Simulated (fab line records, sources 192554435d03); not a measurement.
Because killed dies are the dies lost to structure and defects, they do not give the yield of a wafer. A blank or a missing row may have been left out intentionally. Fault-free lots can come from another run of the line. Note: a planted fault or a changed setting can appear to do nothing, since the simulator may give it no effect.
Matching of chambers / flow n5_finfet / 4 sister chambers for N5_MOL_CONTACT_COAG_ETCH_67 on rie_diel-02
The step etches SOC in N2/H2, target depth 60 nm, overetch 21 nm, time 101.2 s. 4 wafers are shown with their chamber, then 9 later ones without.

== WAFERS PAIRED WITH THEIR CHAMBERS ==
wafer=L078.6; chamber=3; drypump_motor_current_A (A)=6.1
wafer=L089.1; chamber=0; drypump_motor_current_A (A)=6.0
wafer=L090.5; chamber=1; drypump_motor_current_A (A)=5.5
wafer=L090.6; chamber=2; drypump_motor_current_A (A)=5.4

== WAFERS MISSING THEIR CHAMBER ==
wafer=L092.3; drypump_motor_current_A (A)=5.5
wafer=L092.4; drypump_motor_current_A (A)=6.1
wafer=L092.5; drypump_motor_current_A (A)=6.0
wafer=L094.1; drypump_motor_current_A (A)=5.3
wafer=L094.4; drypump_motor_current_A (A)=6.1
wafer=L094.5; drypump_motor_current_A (A)=5.6
wafer=L096.2; drypump_motor_current_A (A)=5.4
wafer=L096.3; drypump_motor_current_A (A)=5.6
wafer=L096.5; drypump_motor_current_A (A)=6.0

== CHAMBER TAKEN BY EACH ==
wafer=L092.3; from the rows above=can't be placed: 1 or 2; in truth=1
wafer=L092.4; from the rows above=can't be placed: 3 or 0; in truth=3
wafer=L092.5; from the rows above=can't be placed: 0 or 3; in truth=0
wafer=L094.1; from the rows above=can't be placed: 2 or 1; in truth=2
wafer=L094.4; from the rows above=can't be placed: 3 or 0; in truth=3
wafer=L094.5; from the rows above=can't be placed: 1 or 2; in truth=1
wafer=L096.2; from the rows above=can't be placed: 2 or 1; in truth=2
wafer=L096.3; from the rows above=can't be placed: 1 or 2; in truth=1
wafer=L096.5; from the rows above=can't be placed: 0 or 3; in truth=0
Correct placement for 0 of the 9. Unplaceable from these rows: 9, with the true chamber sitting among the candidates in 9. Placed wrongly: 0.
How it was worked out, from the rows above alone: a wafer's distance from a chamber is the root of the sum, over the readings, of the square of ((its reading less the chamber's mean) divided by the reading's scatter). The wafer belongs to the nearest chamber; if the next one is less than 2 further off, it can't be placed. For every chamber, the mean is computed from those of its wafers that are shown. The scatter: root of mean squared gap, hidden wafer to nearest shown wafer, with one shown wafer a chamber.
